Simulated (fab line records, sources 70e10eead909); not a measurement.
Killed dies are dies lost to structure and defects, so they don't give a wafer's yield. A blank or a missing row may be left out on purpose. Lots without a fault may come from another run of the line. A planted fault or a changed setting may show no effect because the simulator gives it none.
Chamber matching | flow nand_harc | NHARC_A_STAIRCASE_DESCUM_186 on rie_diel-05: 4 sister chambers
The step chemistry O2, time 3 s. 18 wafers are shown with their chamber, then 9 later ones without.

WAFERS WITH THEIR CHAMBER
wafer  | chamber | drypump_motor_current_A (A) | showerhead_plenum_p_Torr (Torr) | rf_vpp_V (V)
L074.2 | 1       | 6.7                         | 1.86                            | 57.7
L074.3 | 3       | 4.9                         | 1.77                            | 56.0
L074.5 | 1       | 6.7                         | 1.86                            | 59.1
L075.1 | 3       | 5.0                         | 1.77                            | 57.7
L075.2 | 0       | 5.5                         | 1.99                            | 58.2
L075.4 | 1       | 6.6                         | 1.86                            | 56.4
L076.1 | 2       | 6.3                         | 1.82                            | 57.1
L076.2 | 0       | 5.5                         | 1.99                            | 58.3
L076.6 | 2       | 6.3                         | 1.82                            | 58.1
L078.2 | 2       | 6.3                         | 1.82                            | 57.5
L078.3 | 3       | 4.9                         | 1.77                            | 57.0
L078.6 | 3       | 4.9                         | 1.77                            | 55.6
L079.1 | 2       | 6.3                         | 1.82                            | 55.5
L079.3 | 3       | 4.9                         | 1.77                            | 58.1
L079.6 | 2       | 6.4                         | 1.82                            | 58.1
L091.1 | 2       | 6.3                         | 1.81                            | 56.4
L091.2 | 0       | 5.5                         | 1.97                            | 58.4
L091.3 | 1       | 6.6                         | 1.84                            | 57.5

SIGNATURES (means of the wafers above)
reading                  | chamber 0 | chamber 1 | chamber 2 | chamber 3 | scatter within a chamber
drypump_motor_current_A  | 5.500     | 6.650     | 6.317     | 4.920     | 0.0434
showerhead_plenum_p_Torr | 1.9833    | 1.8550    | 1.8183    | 1.7700    | 0.00681
rf_vpp_V                 | 58.300    | 57.675    | 57.117    | 56.880    | 0.982
Rule: a wafer's distance from a chamber is the root of the sum, over the readings, of the square of ((its reading less the chamber's mean) divided by the reading's scatter). The wafer belongs to the nearest chamber; if the next one is less than 2 further off, it can't be placed. The scatter: the root of (the sum of the squares of (reading less its chamber's mean) over the shown wafers, divided by (wafers less chambers)).

WAFERS WITHOUT THEIR CHAMBER
wafer  | drypump_motor_current_A (A) | showerhead_plenum_p_Torr (Torr) | rf_vpp_V (V)
L089.3 | 5.5                         | 1.97                            | 59.4
L089.4 | 6.6                         | 1.84                            | 57.8
L089.6 | 4.9                         | 2.06                            | 59.2
L092.4 | 6.3                         | 1.81                            | 58.9
L092.5 | 5.5                         | 1.97                            | 58.5
L092.6 | 6.6                         | 1.84                            | 57.2
L094.1 | 5.5                         | 1.97                            | 59.9
L094.2 | 4.9                         | 2.06                            | 58.6
L094.3 | 6.7                         | 1.84                            | 57.7

WHICH CHAMBER EACH WENT THROUGH
wafer  | from the rows above | in truth
L089.3 | 0                   | 0
L089.4 | 1                   | 1
L089.6 | 0                   | 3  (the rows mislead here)
L092.4 | 2                   | 2
L092.5 | 0                   | 0
L092.6 | 1                   | 1
L094.1 | 0                   | 0
L094.2 | 0                   | 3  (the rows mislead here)
L094.3 | 1                   | 1
Placed correctly: 7 of 9. Can't be placed from these rows: 0. Placed wrongly: 2.
